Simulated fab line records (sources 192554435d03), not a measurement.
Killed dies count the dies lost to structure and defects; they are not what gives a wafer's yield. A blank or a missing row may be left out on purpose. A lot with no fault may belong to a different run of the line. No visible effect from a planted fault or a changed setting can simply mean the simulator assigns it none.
fab line records	flow n5_finfet
record lots=7	wafers=18	last_day=18
route steps=1938 shown BEOL_M12@1636 PASSIVATION@1936
lots untouched by any fault: they come from a run of this same line in which no faults occurred
start_h: hours from the record's opening day to when the first of the lot's shown wafers began	wait_h: how many hours have passed since the lot's step before this one	" the same as in the row above	L1.1+2: several wafers, shown together as one row	- either no value or no given start	* or withheld: withheld	< > ~ a bound
route shown NAME@n: a module of which the file shows steps, and the number in the route of the first	usual: mean/standard deviation taken from wafers without a fault	same: alike in all rows	chamber/n: place in a boat	sites: readings site by site	_std_site: standard deviation of those values	_edge_site: inner sites' mean taken away from outer sites' mean	radius_mm: for every site, how far away it sits from the centre of the wafer	mask NAME#n: copy n	behind: the last tool/chamber to shape the wafer	hold: why the lot went on hold/how many hours it stayed there/how the hold came to an end	device: which transistor (n, p or np) failed to switch	end of line: the route-end tests of the same wafers	a step with no rows: only its recipe	killed: at the first sort, the dies lost to defects and structure; wafer yield is something else	map: a wafer's dies, marking killed ones x, the rest . and places with no die _
set.NAME: the setting that was run; set.NAME@STEP: the one run at that earlier step	model.NAME: the simulator's own value behind a step, which no gauge read
lots seen at some steps along the route; tables by step, rows by wafer
services: when a tool's chamber went out of use (start_h, in hours from the record's first day, below 0 if earlier), for how many hours, and the reason
## steps
# step N5_BEOL_M12_ETCH_67
# recipe chemistry=CF4	target=SiARC	target_depth_a=1430	time_s=238.3	ion_energy_ev=80	pressure_mtorr=40	source_w=545	bias_w=36	Ar_flow_sccm=100	cf4_flow_sccm=100	ends=cleared
# usual drypump_motor_current_A=5.7/0.4	etch_rf_on_time_s=236/7.4	oes_product_au=0.72/0.069	rf_vpp_V=184.4/1.1	showerhead_plenum_p_Torr=2.16/0.055	throttle_valve_pct=15.51/0.18
lot.wafer	tool	chamber	start_h	wait_h	drypump_motor_current_A	etch_rf_on_time_s	oes_product_au	rf_hours_counter_h	rf_vpp_V	showerhead_plenum_p_Torr	throttle_valve_pct
L110.1	rie_diel-05	3	238.51	0.0	6.1	237	0.58	252	183.8	2.10	15.88
L110.2	"	2	"	"	5.7	238	0.65	142	185.1	2.24	15.69
L110.5	"	3	"	"	6.1	238	0.58	-	184.4	2.10	15.90
L121.3	rie_diel-05	3	324.75	0.0	6.1	231	0.86	4	184.5	2.10	15.37
L121.4	"	0	"	"	5.4	254	0.68	67	181.4	2.08	15.51
L121.5	"	0	"	"	5.4	255	0.68	-	183.9	2.08	15.49
L124.4	rie_diel-05	0	337.35	0.0	5.4	253	0.68	72	183.6	2.08	15.51
L124.5	"	1	"	"	6.1	238	0.68	-	184.1	2.17	15.37
L124.6	"	2	"	"	5.7	236	0.62	-	184.7	2.22	15.76
L123.1	rie_diel-06	2	344.61	0.0	6.4	239	0.73	68	184.4	2.16	15.39
L123.4	"	3	"	"	5.7	233	0.69	77	183.9	2.17	15.40
L123.5	"	3	"	"	5.7	234	0.70	-	183.4	2.17	15.38
L126.4	rie_diel-04	1	355.76	0.0	5.4	234	0.75	41	184.6	2.17	15.40
L126.6	"	2	"	"	5.8	238	0.65	-	184.3	2.23	15.83
L131.1	rie_diel-06	3	379.07	0.0	5.7	232	0.69	87	183.9	2.16	15.40
L131.6	"	1	"	"	6.4	230	0.74	-	185.8	2.19	15.39
L133.1	rie_diel-04	3	392.18	0.0	5.3	227	0.75	44	183.7	2.10	15.62
L133.5	"	2	"	"	5.9	243	0.62	-	185.1	2.22	15.88
# step N5_BEOL_M12_ETCH_68
# recipe chemistry=N2/H2	target=SOC	mask_material=SiARC	source_w=3000	bias_w=350	temp_c=40	time_s=285	ion_energy_ev=200	pressure_mtorr=30	n2_flow_sccm=200	h2_flow_sccm=200
# step N5_BEOL_M12_STRIP_69
# recipe chemistry=N2/H2	temp_c=40	n2_flow_sccm=200	h2_flow_sccm=200	rf_frequency_hz=6e+07
# step N5_BEOL_M12_TRENCH_ETCH_34
# recipe chemistry=C4F8/O2/Ar	target=SiOC	target_depth_a=3189.5	mask_material=SOC	pressure_mtorr=30	source_w=3000	bias_w=700	Ar_flow_sccm=400	C4F8_flow_sccm=15	O2_flow_sccm=8	he_inner_torr=15	he_outer_torr=30	time_s=125.5	ion_energy_ev=250
# usual drypump_motor_current_A=5.7/0.4	oes_product_au=0.84/0.077	rf_vpp_V=666.5/2.6	showerhead_plenum_p_Torr=3.44/0.082	throttle_valve_pct=24.08/0.2
lot.wafer	tool	chamber	start_h	wait_h	drypump_motor_current_A	oes_product_au	rf_hours_counter_h	rf_vpp_V	showerhead_plenum_p_Torr	throttle_valve_pct
L110.1	rie_diel-05	3	238.84	0.0	6.1	0.67	253	664.0	3.35	24.32
L110.2	"	2	"	"	5.7	0.75	143	671.1	3.53	24.09
L110.5	"	3	"	"	6.1	0.67	-	664.8	3.35	24.31
L121.3	rie_diel-05	3	325.08	0.0	6.1	1.00	4	663.4	3.35	23.98
L121.4	"	0	"	"	5.3	0.83	67	663.4	3.33	24.21
L121.5	"	0	"	"	5.4	0.83	-	662.5	3.33	24.22
L124.4	rie_diel-05	0	337.68	0.0	5.4	0.82	72	662.5	3.33	24.21
L124.5	"	1	"	"	6.1	0.81	-	668.1	3.45	23.94
L124.6	"	2	"	"	5.7	0.73	-	669.2	3.51	24.12
L123.1	rie_diel-06	2	344.93	0.0	6.4	0.86	69	668.9	3.43	23.88
L123.4	"	3	"	"	5.7	0.81	77	666.5	3.43	23.86
L123.5	"	3	"	"	5.7	0.81	-	666.6	3.43	23.86
L126.4	rie_diel-04	1	356.09	0.0	5.4	0.88	42	668.1	3.44	23.93
L126.6	"	2	"	"	5.9	0.76	-	668.7	3.53	24.32
L131.1	rie_diel-06	3	379.40	0.0	5.7	0.80	87	666.6	3.43	23.85
L131.6	"	1	"	"	6.5	0.86	-	666.0	3.47	23.94
L133.1	rie_diel-04	3	392.51	0.0	5.3	0.86	44	662.5	3.33	24.22
L133.5	"	2	"	"	5.8	0.73	-	668.8	3.52	24.31
# step N5_BEOL_M12_STRIP_70
# recipe chemistry=C4F8/O2/Ar	resist=SiARC	rf_frequency_hz=6e+07
# step N5_BEOL_M12_OCD_MEAS_35
# usual trench_depth_nm=322/4.3
lot.wafer	tool	chamber	start_h	wait_h	trench_depth_nm
L110.1	ocd-02	-	238.99	0.0	314
L110.2	"	-	"	"	318
L110.5	"	-	"	"	315
L121.3	ocd-02	-	325.24	0.0	328
L121.4	"	-	"	"	315
L121.5	"	-	"	"	316
L124.4	ocd-01	-	337.84	0.0	318
L124.5	"	-	"	"	322
L124.6	"	-	"	"	323
L123.1	ocd-02	-	345.09	0.0	316
L123.4	"	-	"	"	320
L123.5	"	-	"	"	324
L126.4	ocd-02	-	356.25	0.0	327
L126.6	"	-	"	"	326
L131.1	ocd-02	-	379.56	0.0	323
L131.6	"	-	"	"	325
L133.1	ocd-01	-	392.66	0.0	325
L133.5	"	-	"	"	315
# step N5_BEOL_M12_STRIP_37
# recipe chemistry=N2/H2	power_w=1000	temp_c=250	h2_frac=0.65	overash_fraction=0.3	pressure_mtorr=withheld	n2_flow_sccm=1750	h2_flow_sccm=3250
# step N5_BEOL_M12_ETCH_38
# recipe chemistry=CF4/N2	target=SiCN	target_depth_a=687	taper_deg=2	time_s=73.4	ion_energy_ev=150	mask_material=SiO2	pressure_mtorr=40	source_w=430	bias_w=70	Ar_flow_sccm=100	cf4_flow_sccm=60	n2_flow_sccm=60
# step N5_BEOL_M12_PRECLEAN_39
# recipe chemistry=residue_remover	time_s=60	temp_c=40
# step N5_BEOL_M12_SRD_40
# recipe time_s=30	temp_c=23	rinse_liquid=diw	dry=n2_spin	spin_rpm=1500	dry_time_s=30
# step N5_BEOL_M12_DEGAS_41
# recipe ambient=vacuum	temp_c=250	time_s=60
# usual heater_power_w=336/23	susceptor_temp_C=250.03/0.16
lot.wafer	tool	chamber	start_h	wait_h	heater_power_w	susceptor_temp_C
L110.1	pvd_sputter-02	-	246.77	0.1	374	250.28
L110.2	"	-	"	"	364	249.87
L110.5	"	-	"	"	330	250.55
L121.3	pvd_sputter-03	-	331.68	0.3	349	250.03
L121.4	"	-	"	"	321	250.12
L121.5	"	-	"	"	356	250.20
L124.4	pvd_sputter-02	-	339.84	1.7	298	250.07
L124.5	"	-	"	"	360	249.83
L124.6	"	-	"	"	330	249.82
L123.1	pvd_sputter-03	-	347.09	0.3	346	249.74
L123.4	"	-	"	"	315	250.08
L123.5	"	-	"	"	321	250.16
L126.4	pvd_sputter-03	-	359.64	0.4	354	250.06
L126.6	"	-	"	"	369	249.98
L131.1	pvd_sputter-03	-	384.27	0.3	354	250.17
L131.6	"	-	"	"	322	249.90
L133.1	pvd_sputter-01	-	396.10	1.3	313	250.10
L133.5	"	-	"	"	330	249.91
# step N5_BEOL_M12_PRE_CLEAN_42
# recipe gas=H2/He	time_s=30	temp_c=250
# usual heater_power_w=335/23	susceptor_temp_C=250.01/0.19
lot.wafer	tool	chamber	start_h	wait_h	heater_power_w	susceptor_temp_C
L110.1	pvd_sputter-02	-	246.81	0.0	372	250.34
L110.2	"	-	"	"	361	250.24
L110.5	"	-	"	"	323	250.20
L121.3	pvd_sputter-03	-	331.72	0.0	354	250.09
L121.4	"	-	"	"	318	249.89
L121.5	"	-	"	"	355	250.22
L124.4	pvd_sputter-02	-	339.88	0.0	313	249.89
L124.5	"	-	"	"	359	250.01
L124.6	"	-	"	"	332	250.31
L123.1	pvd_sputter-03	-	347.13	0.0	349	250.16
L123.4	"	-	"	"	312	250.02
L123.5	"	-	"	"	315	250.19
L126.4	pvd_sputter-03	-	359.68	0.0	352	250.10
L126.6	"	-	"	"	357	249.90
L131.1	pvd_sputter-03	-	384.31	0.0	351	249.83
L131.6	"	-	"	"	314	249.97
L133.1	pvd_sputter-01	-	396.14	0.0	312	249.78
L133.5	"	-	"	"	332	249.96
# step N5_BEOL_M12_SPUTTER_43
# recipe material=TaN	target_thk_a=150	temp_c=50	bias_v=168.6	power_w=15000	chamber_pressure_pa=0.12	time_s=24.19
# usual cathode_dc_power_W=15000/2.8	susceptor_temp_C=50.00/0.11	throttle_valve_pct=30.2/0.93
lot.wafer	tool	chamber	start_h	wait_h	cathode_dc_power_W	susceptor_temp_C	throttle_valve_pct	model.TaN_of_BEOL_M12_SPUTTER_43.thk_nm
L110.1	pvd_sputter-02	-	246.85	0.0	14999	50.21	30.0	14.8
L110.2	"	-	"	"	15000	49.96	31.7	14.8
L110.5	"	-	"	"	15000	49.96	29.7	15
L121.3	pvd_sputter-03	-	331.76	0.0	14998	49.89	29.7	15
L121.4	"	-	"	"	14995	49.98	31.6	14.8
L121.5	"	-	"	"	14998	49.99	29.6	15
L124.4	pvd_sputter-02	-	339.92	0.0	15000	49.89	29.5	15.2
L124.5	"	-	"	"	15001	50.09	31.9	15.4
L124.6	"	-	"	"	14996	50.13	30.0	14.8
L123.1	pvd_sputter-03	-	347.17	0.0	14998	50.04	29.0	15.6
L123.4	"	-	"	"	15001	50.13	30.8	20.8
L123.5	"	-	"	"	15004	50.08	30.8	15.4
L126.4	pvd_sputter-03	-	359.72	0.0	15002	50.17	29.8	20.2
L126.6	"	-	"	"	14999	50.10	29.6	20.2
L131.1	pvd_sputter-03	-	384.35	0.0	14997	49.87	29.3	14.8
L131.6	"	-	"	"	15000	50.03	30.7	20.2
L133.1	pvd_sputter-01	-	396.18	0.0	15000	50.32	31.6	15
L133.5	"	-	"	"	15001	49.91	30.5	15.2
# step N5_BEOL_M12_SPUTTER_44
# recipe material=Ta	target_thk_a=100	temp_c=50	bias_v=80	power_w=15000	chamber_pressure_pa=0.07	time_s=16.13
# usual cathode_dc_power_W=15000/2.4	susceptor_temp_C=50.01/0.11	throttle_valve_pct=30.3/0.9
lot.wafer	tool	chamber	start_h	wait_h	cathode_dc_power_W	susceptor_temp_C	throttle_valve_pct
L110.1	pvd_sputter-02	-	246.93	0.0	14999	50.17	30.2
L110.2	"	-	"	"	15001	50.03	31.7
L110.5	"	-	"	"	15000	49.89	29.9
L121.3	pvd_sputter-03	-	331.84	0.0	14998	50.00	29.7
L121.4	"	-	"	"	14996	49.94	31.7
L121.5	"	-	"	"	14997	50.12	29.6
L124.4	pvd_sputter-02	-	340.00	0.0	15000	50.05	29.5
L124.5	"	-	"	"	15000	50.04	31.7
L124.6	"	-	"	"	15003	50.03	30.0
L123.1	pvd_sputter-03	-	347.25	0.0	15005	49.93	29.1
L123.4	"	-	"	"	15000	50.06	30.6
L123.5	"	-	"	"	15002	49.95	30.8
L126.4	pvd_sputter-03	-	359.80	0.0	15001	49.88	29.6
L126.6	"	-	"	"	14997	49.85	29.7
L131.1	pvd_sputter-03	-	384.43	0.0	14998	50.10	29.7
L131.6	"	-	"	"	14999	50.09	30.4
L133.1	pvd_sputter-01	-	396.26	0.0	15003	49.98	31.9
L133.5	"	-	"	"	15001	50.19	30.4
# step N5_BEOL_M12_SPUTTER_45
# recipe material=Cu	target_thk_a=800	temp_c=-20	bias_v=60	power_w=26000	chamber_pressure_pa=0.13	time_s=13.33
# step N5_BEOL_M12_ECD_47
# recipe material=Cu	target_thk_a=7200
# step N5_BEOL_M12_ANNEAL_48
# recipe temp_c=225	time_s=90	ambient=N2
# step N5_BEOL_M12_CMP_49
# recipe stop_on=SiOC	t_overpolish_s=20.6	down_force_psi=1	platen_rpm=50	clearing_platen_down_force_psi=1.5	clearing_platen_rpm=50	post_cmp_clean=cu_alkaline	target_thk_nm=320	clearing_platen_pad_velocity_m_s=0.99484	pad_velocity_m_s=0.99484
# usual barrier_field_endpoint_s=31.0/1.1	motor_current_A=6.0/0.72
lot.wafer	tool	chamber	start_h	wait_h	barrier_field_endpoint_s	motor_current_A
L110.1	cmp-01	2	247.64	0.3	33.1	5.9
L110.2	"	3	"	"	30.9	4.9
L110.5	"	2	"	"	32.5	5.9
L121.3	cmp-03	2	332.52	0.2	30.5	7.0
L121.4	"	3	"	"	30.5	5.5
L121.5	"	1	"	"	32.3	5.7
L124.4	cmp-03	2	340.75	0.2	29.7	7.3
L124.5	"	3	"	"	30.6	5.6
L124.6	"	0	"	"	32.1	5.6
L123.4	cmp-03	2	347.93	0.2	36.3	7.2
L123.1	"	0	"	"	32.9	5.3
L123.5	"	2	"	"	31.3	7.4
L126.4	cmp-02	2	360.99	0.3	36.4	6.0
L126.6	"	3	"	"	37.1	6.4
L131.1	cmp-03	1	385.30	0.3	30.6	5.3
L131.6	"	0	"	"	38.6	5.4
L133.1	cmp-02	1	396.98	0.3	30.1	5.8
L133.5	"	3	"	"	30.4	6.6
# step N5_BEOL_M12_THK_MEAS_50
# recipe thk_meas_gauge=xrf	reads=Cu_of_BEOL_M12_ECD_47
# usual M12_THK=322/4.8
lot.wafer	tool	chamber	start_h	wait_h	M12_THK[nm]
L110.1	film_metro-01	-	247.94	-	313
L110.2	"	-	"	"	318
L110.5	"	-	"	"	316
L121.3	film_metro-01	-	332.78	-	324
L121.4	"	-	"	"	314
L121.5	"	-	"	"	314
L124.4	film_metro-02	-	340.93	-	315
L124.5	"	-	"	"	321
L124.6	"	-	"	"	322
L123.1	film_metro-02	-	348.19	-	315
L123.4	"	-	"	"	313
L123.5	"	-	"	"	320
L126.4	film_metro-02	-	361.18	-	317
L126.6	"	-	"	"	315
L131.1	film_metro-02	-	385.52	-	327
L131.6	"	-	"	"	325
L133.1	film_metro-01	-	397.20	-	326
L133.5	"	-	"	"	315
# step N5_PASSIVATION_PROBE_49
# usual defect_limited_yield=91.1/1.3	killed_at_M0_to_M3=32/9.7	killed_at_M4_up=16/6	killed_at_contacts=12/5.9	killed_at_front_end=41/11	killed_at_other=4/3.1	killed_dies=104/16	killed_open=68/12	killed_short=34/7.4	sort_bin_5_function=5.1/0.85	sort_bin_6_memory=3.3/0.66	sort_bin_8_speed=0.1/0.53	sort_n_pass=1075/16	sort_yield_pct=91.1/1.4
# same gross_dies=1180	killed_at_back_side=0	sort_bin_4_leakage[%]=0
lot.wafer	tool	chamber	start_h	wait_h	defect_limited_yield[%]	killed_at_M0_to_M3	killed_at_M4_up	killed_at_contacts	killed_at_front_end	killed_at_other	killed_dies	killed_open	killed_short	sort_bin_5_function[%]	sort_bin_6_memory[%]	sort_bin_8_speed[%]	sort_n_pass	sort_yield_pct[%]
L110.1	prober-01	-	285.10	0.1	93.6	17	13	10	34	1	75	54	19	3.8	2.4	6.0	1034	87.6
L110.2	prober-01	-	285.15	0.2	91.9	24	11	10	49	2	96	58	37	4.8	2.9	0	1084	91.9
L110.5	prober-01	-	285.30	0.3	92.0	21	12	17	41	3	94	49	40	4.7	3.1	0	1086	92.0
L121.3	prober-02	-	366.05	0.1	89.6	26	13	13	63	8	123	73	42	6.4	3.4	0	1057	89.6
L121.4	prober-02	-	366.10	0.2	89.3	27	21	13	63	2	126	102	23	6.9	3.6	0	1054	89.3
L121.5	prober-02	-	366.15	0.2	88.8	38	13	22	56	3	132	89	40	6.0	4.7	0	1048	88.8
L124.4	prober-01	-	370.73	0.2	91.7	19	16	17	46	0	98	64	31	4.5	3.7	0	1082	91.7
L124.5	prober-01	-	370.78	0.2	93.1	17	28	6	30	0	81	57	21	3.5	3.2	0	1099	93.1
L124.6	prober-01	-	370.83	0.3	91.1	29	20	7	49	0	105	69	34	5.6	2.9	0	1075	91.1
L123.1	prober-02	-	376.91	0.0	91.6	32	16	5	37	9	99	61	38	5.3	2.7	0	1081	91.6
L123.4	prober-02	-	377.06	0.2	87.4	47	41	17	43	1	149	113	36	7.6	4.8	0	1031	87.4
L123.5	prober-02	-	377.11	0.2	91.6	25	14	23	37	0	99	65	30	4.4	3.6	0.1	1081	91.6
L126.4	prober-02	-	394.80	0.2	92.2	35	5	20	31	1	92	58	32	5.7	1.9	0	1088	92.2
L126.6	prober-02	-	394.90	0.3	93.1	12	21	12	35	2	82	62	18	4.2	2.5	0	1098	93.1
L131.1	prober-02	-	418.20	0.0	90.9	24	17	22	38	6	107	59	43	4.8	3.4	0	1073	90.9
L131.6	prober-02	-	418.45	0.3	90.0	35	23	7	49	4	118	70	35	4.7	4.0	0	1062	90.0
# killed by level:class
L110.1 FIN_SAQP:geometric_particle:open=9 MOL_CONTACT_COAG:geometric_particle:open=9 BEOL_M5:geometric_particle:open=5 DUMMY_GATE:geometric_particle:open=4 BEOL_M0_SAQP:geometric_particle:open=4 BEOL_M1:geometric_particle:open=4 STARTING-WAFER:geometric_particle:open=4 FIN_SAQP:geometric_particle:short=3
L110.2 FIN_SAQP:geometric_particle:open=13 DUMMY_GATE:geometric_particle:open=10 BEOL_M0_SAQP:geometric_particle:short=9 MOL_CONTACT_COAG:geometric_particle:open=7 GATE_CUT:geometric_particle:short=6 BEOL_M0_SAQP:geometric_particle:open=5 STARTING-WAFER:geometric_particle:short=5 STI_FIN_REVEAL:geometric_particle:open=4
L110.5 MOL_CONTACT_COAG:geometric_particle:open=12 FIN_SAQP:geometric_particle:short=9 FIN_SAQP:geometric_particle:open=8 BEOL_M0:geometric_particle:short=7 GATE_CUT:geometric_particle:short=7 BEOL_M0_SAQP:geometric_particle:open=6 BEOL_M4:geometric_particle:open=6 DUMMY_GATE:geometric_particle:open=5
L121.3 STI_FIN_REVEAL:geometric_particle:open=14 BEOL_M0_SAQP:geometric_particle:short=12 FIN_SAQP:geometric_particle:open=11 DUMMY_GATE:geometric_particle:open=10 MOL_CONTACT_COAG:geometric_particle:open=10 BEOL_M0_SAQP:geometric_particle:open=7 GATE_CUT:geometric_particle:short=6 HKMG_FIN:area_etch=6
L121.4 STI_FIN_REVEAL:geometric_particle:open=23 FIN_SAQP:geometric_particle:open=16 BEOL_M2:geometric_particle:open=12 MOL_CONTACT_COAG:geometric_particle:open=10 DUMMY_GATE:geometric_particle:open=7 BEOL_M4:geometric_particle:open=7 BEOL_M0_SAQP:geometric_particle:open=6 BEOL_M7:geometric_particle:open=6
L121.5 MOL_CONTACT_COAG:geometric_particle:open=17 FIN_SAQP:geometric_particle:open=15 BEOL_M0_SAQP:geometric_particle:short=9 DUMMY_GATE:geometric_particle:open=8 BEOL_M0_SAQP:geometric_particle:open=8 BEOL_M1:geometric_particle:open=8 STI_FIN_REVEAL:geometric_particle:open=7 MOL_CONTACT_COAG:geometric_particle:short=5
L124.4 FIN_SAQP:geometric_particle:open=19 MOL_CONTACT_COAG:geometric_particle:open=14 FIN_SAQP:geometric_particle:short=11 BEOL_M0_SAQP:geometric_particle:short=6 STI_FIN_REVEAL:geometric_particle:open=5 BEOL_M2:geometric_particle:open=4 BEOL_M4:geometric_particle:open=4 STARTING-WAFER:geometric_particle:short=4
L124.5 BEOL_M4:geometric_particle:open=13 FIN_SAQP:geometric_particle:open=12 STI_FIN_REVEAL:geometric_particle:open=6 BEOL_M4:geometric_particle:short=6 FIN_SAQP:geometric_particle:short=4 MOL_CONTACT_COAG:geometric_particle:open=4 BEOL_M2:geometric_particle:open=4 BEOL_M0_SAQP:geometric_particle:short=3
L124.6 FIN_SAQP:geometric_particle:open=15 FIN_SAQP:geometric_particle:short=11 BEOL_M1:geometric_particle:open=8 MOL_CONTACT_COAG:geometric_particle:open=7 BEOL_M2:geometric_particle:open=7 BEOL_M4:geometric_particle:short=5 BEOL_M5:geometric_particle:open=5 BEOL_M6:geometric_particle:open=5
L123.1 STI_FIN_REVEAL:geometric_particle:open=12 BEOL_M1:geometric_particle:open=7 BEOL_M4:geometric_particle:open=6 FIN_SAQP:geometric_particle:short=5 MOL_CONTACT_COAG:geometric_particle:open=5 PASS1_CAP:geometric_particle:open=5 STARTING-WAFER:geometric_particle:short=5 STI_FIN_REVEAL:geometric_particle:short=4
L123.4 BEOL_M4:geometric_particle:open=26 BEOL_M3:geometric_particle:open=19 STI_FIN_REVEAL:geometric_particle:open=15 MOL_CONTACT_COAG:geometric_particle:open=13 FIN_SAQP:geometric_particle:open=6 DUMMY_GATE:geometric_particle:open=6 BEOL_M3:geometric_particle:short=6 BEOL_M2:geometric_particle:open=6
L123.5 MOL_CONTACT_COAG:geometric_particle:open=13 MOL_CONTACT_COAG:geometric_particle:short=10 STI_FIN_REVEAL:geometric_particle:open=9 FIN_SAQP:geometric_particle:open=6 BEOL_M3:geometric_particle:open=6 DUMMY_GATE:geometric_particle:open=5 BEOL_M1:geometric_particle:open=5 GATE_CUT:geometric_particle:short=4
L126.4 MOL_CONTACT_COAG:geometric_particle:open=17 BEOL_M0_SAQP:geometric_particle:open=8 FIN_SAQP:geometric_particle:open=6 GATE_CUT:geometric_particle:short=6 BEOL_M2:geometric_particle:open=5 BEOL_M3:geometric_particle:open=5 STI_FIN_REVEAL:geometric_particle:open=4 BEOL_M1:geometric_particle:open=4
L126.6 STI_FIN_REVEAL:geometric_particle:open=12 BEOL_M4:geometric_particle:open=11 MOL_CONTACT_COAG:geometric_particle:open=10 FIN_SAQP:geometric_particle:open=6 BEOL_M0_SAQP:geometric_particle:short=6 DUMMY_GATE:geometric_particle:open=5 BEOL_M2:geometric_particle:open=5 FIN_CUT:geometric_particle:short=2
L131.1 MOL_CONTACT_COAG:geometric_particle:open=17 BEOL_M2:geometric_particle:open=8 FIN_SAQP:geometric_particle:short=7 GATE_CUT:geometric_particle:short=6 STI_FIN_REVEAL:geometric_particle:open=5 MOL_CONTACT_COAG:geometric_particle:short=5 BEOL_M1:geometric_particle:open=5 PAD_METAL:geometric_particle:short=4
L131.6 FIN_SAQP:geometric_particle:short=12 BEOL_M2:geometric_particle:open=12 HKMG_FIN:area_etch=11 FIN_SAQP:geometric_particle:open=8 BEOL_M3:geometric_particle:open=8 BEOL_M4:geometric_particle:open=8 BEOL_M1:geometric_particle:open=7 STI_FIN_REVEAL:geometric_particle:open=7
## services
tool	chamber	start_h	hours	kind
rie_diel-05	-	218.37	0.1	repair
rie_diel-04	1	229.60	-	clean
rie_diel-04	1	229.60	-	consumable_replace:focus_ring
rie_diel-04	1	229.60	21.3	scheduled_down
rie_diel-04	1	229.60	21.3	vent_cycle
rie_diel-05	3	242.46	40.9	repair
rie_diel-04	1	252.29	3.0	repair
cmp-03	-	265.10	2.1	repair
rie_diel-06	2	275.94	2.5	repair
cmp-01	-	278.70	4.0	pm
rie_diel-05	3	283.73	-	clean
rie_diel-05	3	283.73	-	consumable_replace:focus_ring
rie_diel-05	3	283.73	26.2	scheduled_down
rie_diel-05	3	283.73	26.2	vent_cycle
cmp-01	-	284.29	0.9	repair
rie_diel-06	0	300.33	-	clean
rie_diel-06	0	300.33	-	consumable_replace:focus_ring
rie_diel-06	0	300.33	-	consumable_replace:showerhead
rie_diel-06	0	300.33	15.9	scheduled_down
rie_diel-06	0	300.33	15.9	vent_cycle
cmp-02	-	320.10	1.7	repair
cmp-02	-	323.33	4.0	pm
cmp-02	-	332.21	2.9	repair
cmp-02	-	383.18	5.2	pm
## key
first_sign step=N5_BEOL_M12_CMP_49	reading=barrier_field_endpoint_s	direction=up	sigmas=5.5	usual=31.0	struck=37.1
effect none on later readings
model_effect step=N5_BEOL_M12_SPUTTER_43	value=TaN_of_BEOL_M12_SPUTTER_43.thk_nm	without=15.15	struck=20.35
met_at N5_BEOL_M12_SPUTTER_43
struck_wafers L123.4,L126.4,L126.6,L131.6
baseline_loss step=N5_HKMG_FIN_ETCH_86	wafers=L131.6
onset_between 331.76 347.17
fault kind=process_parameter_drift	tool=pvd_sputter-03	chamber=-	onset_h=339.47	steps=N5_BEOL_M12_SPUTTER_43	channel=time_s	offset=*	shape=step	end_h=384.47	scope=struck_wafers_only	acts_in=*	stated=*
# baseline_loss: these wafers lose ten dies or more at that step, a loss of the line's own and not of a fault; the sort's usual values leave them out
